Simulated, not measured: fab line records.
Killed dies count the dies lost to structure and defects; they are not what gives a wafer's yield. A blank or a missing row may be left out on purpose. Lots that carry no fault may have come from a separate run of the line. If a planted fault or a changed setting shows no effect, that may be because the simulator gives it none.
Which tool did it?	flow n5_finfet	72 wafers from 24 lots sampled at 6 of the route's 1938 steps

## WHAT THE GAUGES SHOWED, per wafer
N5_BEOL_M8_CD_MEAS_35: the cd target is 40 nm.
lot	measured	on	cd_nm (nm)
L074	day 9 14:10	cd_sem-02	40.1 39.9 40.1
L075	day 9 23:46	cd_sem-03	39.7 39.8 39.8
L076	day 10 00:07	cd_sem-02	41.0 40.1 40.9
L077	day 10 07:19	cd_sem-02	39.2 39.8 40.1
L078	day 10 16:49	cd_sem-03	39.9 39.7 39.0
L079	day 11 02:30	cd_sem-02	40.3 40.9 41.9
L081	day 11 13:09	cd_sem-02	39.7 40.0 40.9
L080	day 12 10:05	cd_sem-01	40.1 40.5 40.1
L083	day 12 11:58	cd_sem-03	39.5 40.0 40.9
L082	day 12 20:46	cd_sem-02	39.5 39.1 39.2
L085	day 13 02:49	cd_sem-01	40.8 40.6 39.9
L086	day 13 10:56	cd_sem-01	40.0 40.9 41.1
L087	day 13 10:22	cd_sem-01	41.2 40.4 41.0
L084	day 13 14:40	cd_sem-03	40.2 39.7 40.2
L089	day 14 07:22	cd_sem-03	40.1 39.8 40.2
L088	day 14 14:15	cd_sem-03	40.1 40.3 40.3
L091	day 14 14:28	cd_sem-02	40.5 39.7 40.3
L094	day 14 21:37	cd_sem-01	39.8 39.8 39.6
L090	day 15 04:27	cd_sem-03	40.7 40.5 39.9
L096	day 15 10:50	cd_sem-03	40.9 39.9 39.7
L093	day 15 16:41	cd_sem-03	40.1 40.1 40.4
L092	day 15 15:35	cd_sem-03	39.3 39.9 40.1
L095	day 15 20:04	cd_sem-02	40.7 40.8 40.7
L097	day 16 05:29	cd_sem-01	40.6 40.2 40.3

## WHAT TOOL EACH LOT RAN ON (gives the tool, then ch and the chambers of the sampled wafers, and finally the start)
lot	N5_BEOL_M7_ETCH_41	N5_BEOL_M7_CURE_75	N5_BEOL_M8_ILD_DEP_00	N5_BEOL_M8_HM_DEP_02	N5_BEOL_M8_ETCH_62
L074	rie_diel-04 ch 0,2,3, day 9 03:37 or earlier	uv_cure-01 ch 0, day 9 03:37	pecvd-04 ch 0,2, day 9 06:05	pvd_sputter-01, day 9 11:58	rie_diel-05 ch 1,3, day 9 12:40
L075	rie_diel-01 ch 2, day 9 13:37 or earlier	uv_cure-02 ch 1, day 9 13:37	pecvd-01 ch 0,1, day 9 17:02	pvd_sputter-03, day 9 21:16	rie_diel-05 ch 0,3, day 9 22:05
L076	rie_diel-04 ch 1,2, day 9 16:16 or earlier	uv_cure-02 ch 0, day 9 16:16	pecvd-04 ch 0,2, day 9 18:09	pvd_sputter-02, day 9 21:41	rie_diel-05 ch 1,2, day 9 22:34
L077	rie_diel-04 ch 1,2,3, day 9 23:58 or earlier	uv_cure-02 ch 2, day 9 23:58	pecvd-01 ch 0,1, day 10 01:58	pvd_sputter-03, day 10 03:22	rie_diel-06 ch 1,3, day 10 04:02
L078	rie_diel-03 ch 0,2,3, day 10 08:23 or earlier	uv_cure-03 ch 1, day 10 08:23	pecvd-04 ch 1,2, day 10 11:12	pvd_sputter-03, day 10 12:32	rie_diel-05 ch 0,1,3, day 10 13:07
L079	rie_diel-03 ch 0,1,3, day 10 16:58 or earlier	uv_cure-01 ch 1, day 10 16:58	pecvd-02 ch 1,2, day 10 19:19	pvd_sputter-03, day 10 21:50	rie_diel-06 ch 0,1,2, day 10 22:34
L081	rie_diel-04 ch 2,3, day 11 06:46 or earlier	uv_cure-03 ch 2, day 11 06:46	pecvd-02 ch 0,1, day 11 08:50	pvd_sputter-02, day 11 10:00	rie_diel-02 ch 0,3, day 11 10:38
L080	rie_diel-01 ch 1,2,3, day 12 01:35 or earlier	uv_cure-02 ch 1, day 12 01:35	pecvd-01 ch 0,1, day 12 04:15	pvd_sputter-01, day 12 06:22	rie_diel-05 ch 2,3, day 12 06:57
L083	rie_diel-03 ch 0,2,3, day 12 04:00 or earlier	uv_cure-02 ch 2, day 12 04:00	pecvd-01 ch 1,2, day 12 07:37	pvd_sputter-01, day 12 09:58	rie_diel-06 ch 1,2, day 12 10:31
L082	rie_diel-03 ch 0,1,2, day 12 14:50 or earlier	uv_cure-02 ch 1, day 12 14:50	pecvd-04 ch 0,1,2, day 12 16:57	pvd_sputter-02, day 12 18:13	rie_diel-02 ch 0,1, day 12 18:54
L085	rie_diel-03 ch 0,1,3, day 12 18:40 or earlier	uv_cure-02 ch 0, day 12 18:40	pecvd-04 ch 0,1,2, day 12 21:31	pvd_sputter-01, day 12 23:23	rie_diel-06 ch 1,2,3, day 13 00:04
L086	rie_diel-03 ch 0,1,2, day 13 03:08 or earlier	uv_cure-02 ch 2, day 13 03:08	pecvd-04 ch 0,1, day 13 05:26	pvd_sputter-02, day 13 07:17	rie_diel-05 ch 1,2,3, day 13 08:05
L087	rie_diel-01 ch 2,3, day 13 03:20 or earlier	uv_cure-01 ch 1, day 13 03:20	pecvd-02 ch 0,1,2, day 13 05:43	pvd_sputter-02, day 13 07:05	rie_diel-06 ch 1,2, day 13 07:47
L084	rie_diel-01 ch 1,2,3, day 13 05:16 or earlier	uv_cure-02 ch 1, day 13 05:16	pecvd-04 ch 0,2, day 13 08:38	pvd_sputter-03, day 13 10:43	rie_diel-05 ch 1,2, day 13 11:24
L089	rie_diel-03 ch 2,3, day 14 01:23 or earlier	uv_cure-03 ch 1, day 14 01:23	pecvd-02 ch 0,1,2, day 14 03:53	pvd_sputter-01, day 14 04:58	rie_diel-05 ch 1,2, day 14 05:44
L088	rie_diel-03 ch 0,3, day 14 04:52 or earlier	uv_cure-02 ch 2, day 14 04:52	pecvd-02 ch 0,1, day 14 08:23	pvd_sputter-01, day 14 10:40	rie_diel-05 ch 0,2,3, day 14 11:13
L091	rie_diel-01 ch 0,1,3, day 14 06:47 or earlier	uv_cure-03 ch 0, day 14 06:47	pecvd-01 ch 0,1,2, day 14 09:26	pvd_sputter-03, day 14 10:49	rie_diel-06 ch 0,1,3, day 14 11:30
L094	rie_diel-04 ch 1,3, day 14 11:14 or earlier	uv_cure-02 ch 2, day 14 11:14	pecvd-01 ch 1,2, day 14 14:32	pvd_sputter-02, day 14 18:06	rie_diel-06 ch 1,3, day 14 18:50
L090	rie_diel-04 ch 0,1,2, day 14 18:16 or earlier	uv_cure-02 ch 2, day 14 18:16	pecvd-01 ch 0,1, day 14 23:05	pvd_sputter-02, day 15 00:38	rie_diel-06 ch 0,1, day 15 01:42
L096	rie_diel-01 ch 1,2,3, day 15 04:00 or earlier	uv_cure-02 ch 1, day 15 04:00	pecvd-01 ch 0,2, day 15 06:02	pvd_sputter-01, day 15 07:20	rie_diel-06 ch 0,1,2, day 15 08:01
L093	rie_diel-01 ch 2,3, day 15 04:50 or earlier	uv_cure-02 ch 1, day 15 04:50	pecvd-02 ch 0,1,2, day 15 07:16	pvd_sputter-01, day 15 11:14	rie_diel-05 ch 0,1, day 15 11:52
L092	rie_diel-01 ch 0,1,2, day 15 06:43 or earlier	uv_cure-02 ch 1, day 15 06:43	pecvd-02 ch 0,1, day 15 11:38	pvd_sputter-01, day 15 12:35	rie_diel-06 ch 2,3, day 15 13:16
L095	rie_diel-01 ch 0,1,2, day 15 11:05 or earlier	uv_cure-02 ch 2, day 15 11:05	pecvd-02 ch 0,1, day 15 14:34	pvd_sputter-01, day 15 15:34	rie_diel-02 ch 0,1,3, day 15 16:24
L097	rie_diel-04 ch 1,2,3, day 15 17:50 or earlier	uv_cure-01 ch 2, day 15 17:50	pecvd-04 ch 0,2, day 15 22:16	pvd_sputter-03, day 15 23:54	rie_diel-02 ch 0,1,3, day 16 00:35
- N5_BEOL_M7_ETCH_41: etches SiCN in CH3F/O2, target depth 31.9 nm, time 57.8 s.
- N5_BEOL_M7_CURE_75: cures SiCOH lowk, time 120 s.
- N5_BEOL_M8_ILD_DEP_00: deposits SiCOH lowk from DEMS/porogen, target thk 179.75 nm, time 33.4 s.
- N5_BEOL_M8_HM_DEP_02: deposits TiN, target thk 20 nm.
- N5_BEOL_M8_ETCH_62: etches SOC in N2/H2, target depth 110 nm, overetch 22 nm, time 165 s.

## WHAT THE TOOLS THEMSELVES READ (means of the sampled wafers that have a number; where no wafer has one, the mark that the record gives instead)
N5_BEOL_M7_ETCH_41.
lot	tool	bias_w (W)	drypump_motor_current_A (A)	oes_product_au (a.u.)	rf_vpp_V (V)	showerhead_plenum_p_Torr (Torr)	throttle_valve_pct (%)
L074	rie_diel-04	74.90	6.2	0.80	296.6	1.99	16.13
L075	rie_diel-01	75.02	5.2	0.71	297.3	2.00	16.10
L076	rie_diel-04	74.99	5.9	0.82	297.2	2.00	16.06
L077	rie_diel-04	75.00	6.0	0.81	297.2	1.99	16.10
L078	rie_diel-03	75.11	6.5	0.75	296.7	1.95	16.27
L079	rie_diel-03	75.12	6.0	0.77	297.2	2.00	16.09
L081	rie_diel-04	75.07	6.6	0.84	296.0	1.95	16.06
L080	rie_diel-01	74.86	5.5	0.73	296.2	1.95	16.27
L083	rie_diel-03	74.96	6.5	0.74	296.3	1.95	16.30
L082	rie_diel-03	74.84	6.1	0.77	298.3	1.97	16.14
L085	rie_diel-03	75.05	6.0	0.76	297.0	1.99	16.12
L086	rie_diel-03	75.04	6.1	0.76	296.6	1.97	16.14
L087	rie_diel-01	74.77	5.6	0.74	296.4	1.98	16.17
L084	rie_diel-01	74.88	5.5	0.73	296.6	1.94	16.28
L089	rie_diel-03	75.06	6.5	0.71	295.6	1.94	16.40
L088	rie_diel-03	74.88	6.4	0.74	297.6	1.98	16.20
L091	rie_diel-01	74.92	5.6	0.76	295.5	1.95	16.41
L094	rie_diel-04	74.89	5.4	0.73	298.2	2.02	16.24
L090	rie_diel-04	75.10	5.5	0.74	297.7	2.02	16.21
L096	rie_diel-01	74.61	5.5	0.72	296.2	1.94	16.30
L093	rie_diel-01	75.10	6.0	0.77	295.8	1.96	16.23
L092	rie_diel-01	75.07	5.2	0.70	296.9	1.96	16.38
L095	rie_diel-01	74.94	5.2	0.71	296.8	1.96	16.39
L097	rie_diel-04	74.85	6.0	0.77	297.4	1.98	16.18

N5_BEOL_M7_CURE_75.
lot	tool	lamp_power_pct (%)	wafer_temp_C_max
L074	uv_cure-01	52.28	372.1
L075	uv_cure-02	52.34	371.9
L076	uv_cure-02	52.28	371.2
L077	uv_cure-02	52.33	371.9
L078	uv_cure-03	52.28	371.3
L079	uv_cure-01	52.29	371.4
L081	uv_cure-03	52.37	373.0
L080	uv_cure-02	52.37	371.5
L083	uv_cure-02	52.29	371.3
L082	uv_cure-02	52.31	371.9
L085	uv_cure-02	52.32	371.8
L086	uv_cure-02	52.28	371.6
L087	uv_cure-01	52.35	371.4
L084	uv_cure-02	52.33	372.2
L089	uv_cure-03	52.34	371.2
L088	uv_cure-02	52.27	371.9
L091	uv_cure-03	52.30	370.8
L094	uv_cure-02	52.37	371.8
L090	uv_cure-02	52.31	371.8
L096	uv_cure-02	52.31	371.6
L093	uv_cure-02	52.39	372.3
L092	uv_cure-02	52.32	371.5
L095	uv_cure-02	52.30	372.0
L097	uv_cure-01	52.31	373.1

N5_BEOL_M8_ILD_DEP_00.
lot	tool	chamber_pressure_Torr (Torr)	heater_power_outer_w (W)	heater_power_w (W)	showerhead_plenum_p_Torr (Torr)	throttle_valve_pct (%)
L074	pecvd-04	5.004	98	222	5.750	13.8
L075	pecvd-01	5.002	110	271	5.730	13.4
L076	pecvd-04	5.001	151	300	5.743	13.5
L077	pecvd-01	5.005	138	311	5.740	13.6
L078	pecvd-04	5.005	137	295	5.748	13.0
L079	pecvd-02	4.998	180	399	5.748	13.7
L081	pecvd-02	4.999	159	325	5.749	13.3
L080	pecvd-01	4.984	122	290	5.746	13.6
L083	pecvd-01	5.005	147	335	5.748	12.9
L082	pecvd-04	5.004	130	270	5.750	13.4
L085	pecvd-04	4.994	122	261	5.759	13.5
L086	pecvd-04	5.006	81	211	5.754	13.9
L087	pecvd-02	4.999	163	344	5.736	13.7
L084	pecvd-04	5.000	102	225	5.753	13.8
L089	pecvd-02	4.992	134	310	5.729	13.6
L088	pecvd-02	4.991	148	312	5.733	13.1
L091	pecvd-01	5.006	141	319	5.750	13.3
L094	pecvd-01	5.003	113	287	5.741	13.0
L090	pecvd-01	4.998	102	257	5.732	13.7
L096	pecvd-01	4.995	139	329	5.754	13.5
L093	pecvd-02	5.003	171	351	5.736	13.6
L092	pecvd-02	5.001	171	368	5.738	13.7
L095	pecvd-02	5.003	168	369	5.749	13.8
L097	pecvd-04	4.996	133	273	5.751	13.9

N5_BEOL_M8_HM_DEP_02.
lot	tool	throttle_valve_pct (%)
L074	pvd_sputter-01	30.7
L075	pvd_sputter-03	29.7
L076	pvd_sputter-02	30.0
L077	pvd_sputter-03	29.9
L078	pvd_sputter-03	29.9
L079	pvd_sputter-03	30.7
L081	pvd_sputter-02	29.5
L080	pvd_sputter-01	31.2
L083	pvd_sputter-01	30.5
L082	pvd_sputter-02	30.6
L085	pvd_sputter-01	31.2
L086	pvd_sputter-02	30.0
L087	pvd_sputter-02	30.2
L084	pvd_sputter-03	30.1
L089	pvd_sputter-01	30.0
L088	pvd_sputter-01	30.0
L091	pvd_sputter-03	30.0
L094	pvd_sputter-02	29.6
L090	pvd_sputter-02	30.1
L096	pvd_sputter-01	30.4
L093	pvd_sputter-01	29.9
L092	pvd_sputter-01	30.7
L095	pvd_sputter-01	30.5
L097	pvd_sputter-03	30.0

N5_BEOL_M8_ETCH_62.
lot	tool	bias_w (W)	drypump_motor_current_A (A)	oes_product_au (a.u.)	rf_vpp_V (V)	showerhead_plenum_p_Torr (Torr)	throttle_valve_pct (%)
L074	rie_diel-05	150.1	5.9	0.69	523.2	2.50	17.6
L075	rie_diel-05	150.0	6.1	0.69	523.7	2.53	17.7
L076	rie_diel-05	149.4	6.4	0.63	523.6	2.54	18.0
L077	rie_diel-06	149.8	5.3	0.60	520.6	2.42	18.0
L078	rie_diel-05	150.2	6.2	0.68	524.1	2.53	17.7
L079	rie_diel-06	149.6	5.4	0.58	522.6	2.47	18.2
L081	rie_diel-02	150.1	5.7	0.61	522.9	2.50	17.9
L080	rie_diel-05	149.8	5.8	0.67	522.7	2.49	18.0
L083	rie_diel-06	149.9	5.3	0.58	521.9	2.48	18.3
L082	rie_diel-02	150.1	6.0	0.64	524.7	2.56	17.7
L085	rie_diel-06	150.0	5.1	0.58	521.9	2.48	18.1
L086	rie_diel-05	149.8	6.2	0.64	523.4	2.51	17.9
L087	rie_diel-06	149.8	5.3	0.57	522.8	2.47	18.3
L084	rie_diel-05	149.8	6.6	0.62	523.5	2.53	17.8
L089	rie_diel-05	150.0	6.6	0.62	523.2	2.53	17.8
L088	rie_diel-05	150.0	6.1	0.64	522.2	2.51	18.0
L091	rie_diel-06	149.8	5.4	0.65	522.9	2.51	17.9
L094	rie_diel-06	150.4	5.2	0.58	520.9	2.41	17.9
L090	rie_diel-06	150.1	5.6	0.64	522.5	2.50	18.2
L096	rie_diel-06	149.8	5.4	0.72	524.5	2.57	18.0
L093	rie_diel-05	149.9	6.5	0.64	523.4	2.54	17.7
L092	rie_diel-06	150.3	4.9	0.73	524.0	2.54	17.7
L095	rie_diel-02	150.2	6.0	0.68	523.7	2.54	17.6
L097	rie_diel-02	150.1	6.1	0.68	524.0	2.54	17.6

## THE ANSWER, worked out from the rows above alone
Rule: usual is defined by the lots themselves. Put in order of their means at a reading, lots are off if they are a third of the lots or fewer, leave a main group of 4 or more, and stand apart from it by a gap of 3 or more times the standard deviation of the main group's means; of several such gaps the widest counts. A main group is skipped when, at the precision printed for the reading in the tables above, its means are all equal. Also off: a lot with no number at a reading for which 4 or more lots have one. All remaining lots with rows at the step are treated as sound. After the gauges, taken in route order, come the tools' own readings; for these a lot's mean is taken, as printed above. The first step at which some lot is off is used, and at that step the reading that is off furthest; a lot without a number counts as furthest.
No lot is off on any of the readings shown, so nothing can be concluded from this.

## WHAT HAD BEEN PUT IN BY THE SIMULATOR
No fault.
